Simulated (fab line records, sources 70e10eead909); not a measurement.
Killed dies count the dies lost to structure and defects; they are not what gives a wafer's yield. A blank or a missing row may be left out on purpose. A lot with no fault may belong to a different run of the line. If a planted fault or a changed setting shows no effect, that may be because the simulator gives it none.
Which of the tools did it?    flow nand harc    14 lots with 42 wafers sampled at 6 steps, on a route of 1159 steps

WHAT THE GAUGES READ, wafer by wafer
NHARC_A_ONON_D1_THK_MEAS_21: measures by ellipsometry. Usual: thk nm 997 nm, standard deviation 9.9.
lot   measured      on             thk nm (nm)     flag
L709  day 8 01:56   film metro-01  1003 1005 1004  
L711  day 8 14:05   film metro-02  1006 1003 1002  
L716  day 9 14:08   film metro-02  995 996 996     
L717  day 10 09:46  film metro-02  1505 1505 1504  OFF
L722  day 10 22:22  film metro-01  980 981 981     
L720  day 10 22:21  film metro-02  1500 1499 1500  OFF
L723  day 11 08:35  film metro-02  976 977 977     
L724  day 11 19:02  film metro-01  1008 1006 1009  
L725  day 12 02:28  film metro-01  987 987 989     
L726  day 12 08:47  film metro-02  1010 1012 1011  
L727  day 12 08:47  film metro-01  999 1000 998    
L729  day 13 01:44  film metro-02  993 990 992     
L730  day 13 01:44  film metro-01  1009 1009 1007  
L731  day 13 11:07  film metro-02  986 985 988     

NHARC_A_CHANNEL_HOLE_D1_OVL_MEAS_11. Usual: overlay x nm -0.4 nm, standard deviation 0.93; overlay y nm 0.2 nm, standard deviation 0.96.
lot   measured      on          overlay x nm (nm)  overlay y nm (nm)  flag
L709  day 8 09:30   overlay-01  -1.0 -1.0 -0.7     0.6 0.7 0.4        
L711  day 8 19:25   overlay-02  -0.8 -1.1 -1.0     -1.0 -0.5 -0.8     
L716  day 9 19:27   overlay-02  0.5 0.4 0.8        0.0 -0.1 -0.3      
L722  day 11 06:24  overlay-02  -0.6 0.1 0.2       0.9 0.5 0.4        
L723  day 11 14:44  overlay-02  -0.4 -0.6 -0.8     2.1 2.0 1.9        
L724  day 12 00:50  overlay-01  0.9 0.5 0.7        1.1 1.2 1.1        
L725  day 12 07:32  overlay-02  0.7 -0.4 0.4       0.6 1.0 0.9        
L726  day 12 13:48  overlay-02  -0.2 0.2 -0.3      -1.2 -1.6 -1.3     
L727  day 12 15:08  overlay-02  -1.2 -1.5 -1.6     -0.6 -0.5 -0.1     
L729  day 13 06:46  overlay-01  -1.0 -1.3 -1.2     0.8 0.9 1.2        
L730  day 13 08:28  overlay-02  -0.4 -0.1 -0.3     1.1 1.3 1.3        
L731  day 13 17:02  overlay-02  0.0 0.0 -0.1       -0.8 -1.0 0.0      

NHARC_END_SORT_01. Usual: killed at array 26, standard deviation 11; killed at other 0.4, standard deviation 0.78; killed at periphery 3.4, standard deviation 2.4; killed dies 29, standard deviation 11; killed open 3.1, standard deviation 1.9; killed short 1.9, standard deviation 1.4.
lot   measured      on         killed at array  killed at other  killed at periphery  killed dies  killed open  killed short  flag
L717  day 24 00:25  prober-02  676 675 665      0 0 1            1 2 11               677 677 677  6 2 3        0 1 2         OFF
L720  day 23 10:12  prober-01  677 670 676      0 0 0            0 7 1                677 677 677  4 3 3        2 1 3         OFF

WHAT TOOL EACH LOT RAN ON (gives the tool, then ch and the chambers of the sampled wafers, and finally the start)
lot   NHARC_P_BONDPAD_PRE_CLEAN_26             NHARC_P_BONDPAD_ANNEAL_28         NHARC_A_ONON_D1_DEP_19
L709  pvd sputter-01, day 6 14:34 or earlier   rtp anneal-02 ch 0, day 6 14:34   pecvd onon-01 ch 0, day 8 01:25
L711  pvd sputter-01, day 7 00:43 or earlier   rtp anneal-02 ch 0, day 7 00:43   pecvd onon-02 ch 0, day 8 13:34
L716  pvd sputter-01, day 8 03:09 or earlier   rtp anneal-02 ch 0, day 8 03:09   pecvd onon-03 ch 0, day 9 13:37
L717  pvd sputter-02, day 8 11:55 or earlier   rtp anneal-01 ch 0, day 8 11:55   pecvd onon-02 ch 0, day 10 09:15
L722  pvd sputter-01, day 9 12:20 or earlier   rtp anneal-02 ch 0, day 9 12:20   pecvd onon-03 ch 0, day 10 21:52
L720  pvd sputter-03, day 9 14:07 or earlier   rtp anneal-02 ch 0, day 9 14:07   pecvd onon-02 ch 0, day 10 21:58
L723  pvd sputter-02, day 9 20:55 or earlier   rtp anneal-01 ch 0, day 9 20:55   pecvd onon-01 ch 0, day 11 08:05
L724  pvd sputter-03, day 10 04:01 or earlier  rtp anneal-01 ch 0, day 10 04:01  pecvd onon-01 ch 0, day 11 18:32
L725  pvd sputter-03, day 10 15:51 or earlier  rtp anneal-01 ch 0, day 10 15:51  pecvd onon-01 ch 0, day 12 01:58
L726  pvd sputter-02, day 10 19:49 or earlier  rtp anneal-01 ch 0, day 10 19:49  pecvd onon-03 ch 0, day 12 08:17
L727  pvd sputter-03, day 10 22:43 or earlier  rtp anneal-01 ch 0, day 10 22:43  pecvd onon-01 ch 0, day 12 08:17
L729  pvd sputter-01, day 11 10:37 or earlier  rtp anneal-01 ch 0, day 11 10:37  pecvd onon-03 ch 0, day 13 01:20
L730  pvd sputter-03, day 11 11:12 or earlier  rtp anneal-01 ch 0, day 11 11:12  pecvd onon-01 ch 0, day 13 01:13
L731  pvd sputter-03, day 12 00:36 or earlier  rtp anneal-02 ch 0, day 12 00:36  pecvd onon-03 ch 0, day 13 10:40
- NHARC_P_BONDPAD_PRE_CLEAN_26: time 30 s.
- NHARC_P_BONDPAD_ANNEAL_28: time 90 s.
- NHARC_A_ONON_D1_DEP_19: target thk 1000 nm.

WHAT THE TOOLS THEMSELVES READ (means of the sampled wafers that have a number; where no wafer has one, the mark that the record gives instead)
NHARC_P_BONDPAD_PRE_CLEAN_26. Usual: heater power w 416 W, standard deviation 39.
lot   tool            heater power w (W)  flag
L709  pvd sputter-01  430                 
L711  pvd sputter-01  423                 
L716  pvd sputter-01  429                 
L717  pvd sputter-02  399                 
L722  pvd sputter-01  439                 
L720  pvd sputter-03  416                 
L723  pvd sputter-02  400                 
L724  pvd sputter-03  427                 
L725  pvd sputter-03  408                 
L726  pvd sputter-02  409                 
L727  pvd sputter-03  407                 
L729  pvd sputter-01  437                 
L730  pvd sputter-03  364                 
L731  pvd sputter-03  393                 

NHARC_P_BONDPAD_ANNEAL_28. Usual: wafer_temp_C_max 226.0, standard deviation 0.31.
lot   tool           wafer_temp_C_max  flag
L709  rtp anneal-02  225.7             
L711  rtp anneal-02  225.9             
L716  rtp anneal-02  225.6             
L717  rtp anneal-01  226.4             
L722  rtp anneal-02  225.8             
L720  rtp anneal-02  225.7             
L723  rtp anneal-01  225.9             
L724  rtp anneal-01  226.2             
L725  rtp anneal-01  226.1             
L726  rtp anneal-01  226.0             
L727  rtp anneal-01  225.8             
L729  rtp anneal-01  226.0             
L730  rtp anneal-01  226.6             
L731  rtp anneal-02  225.6             

THE ANSWER, worked out from the rows above alone
Rule: lot off if the mean of its wafers having a number is beyond 3 standard deviations from the usual mean. A lot without any number at a reading at which 4 lots or more have one is off too. All remaining lots with rows at the step are treated as sound. The gauges are gone through in route order, then the tools' own readings, and for those a lot's mean is taken as printed above. The first step at which some lot is off is used, and at that step the reading that is off furthest; a lot without a number counts as furthest.
Off: L717, L720, at NHARC_A_ONON_D1_THK_MEAS_21 (thk nm).
If a tool, at a process step before that reading, ran all the lots that are off and no sound lot after the first of them, it fits. Not tried: the gauges at NHARC_A_ONON_D1_THK_MEAS_21; whatever is off there is also off at NHARC_END_SORT_01, on other tools, and gauge error can't account for it. With no start given for some of its lots, NHARC_P_BONDPAD_PRE_CLEAN_26 uses the hours and lot order of NHARC_P_BONDPAD_ANNEAL_28. One fits: pecvd onon-02 at NHARC_A_ONON_D1_DEP_19. A fault onset in the window from L711 (day 8 13:34, its last sound lot) to L717 (day 10 09:15, its first lot off) fits.

WHAT THE SIMULATOR HAD INSERTED
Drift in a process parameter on pecvd onon-02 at NHARC_A_ONON_D1_DEP_19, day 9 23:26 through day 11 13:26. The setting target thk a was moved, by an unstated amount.
Struck lots among those shown: L717, L720. Same finding as the rule above.
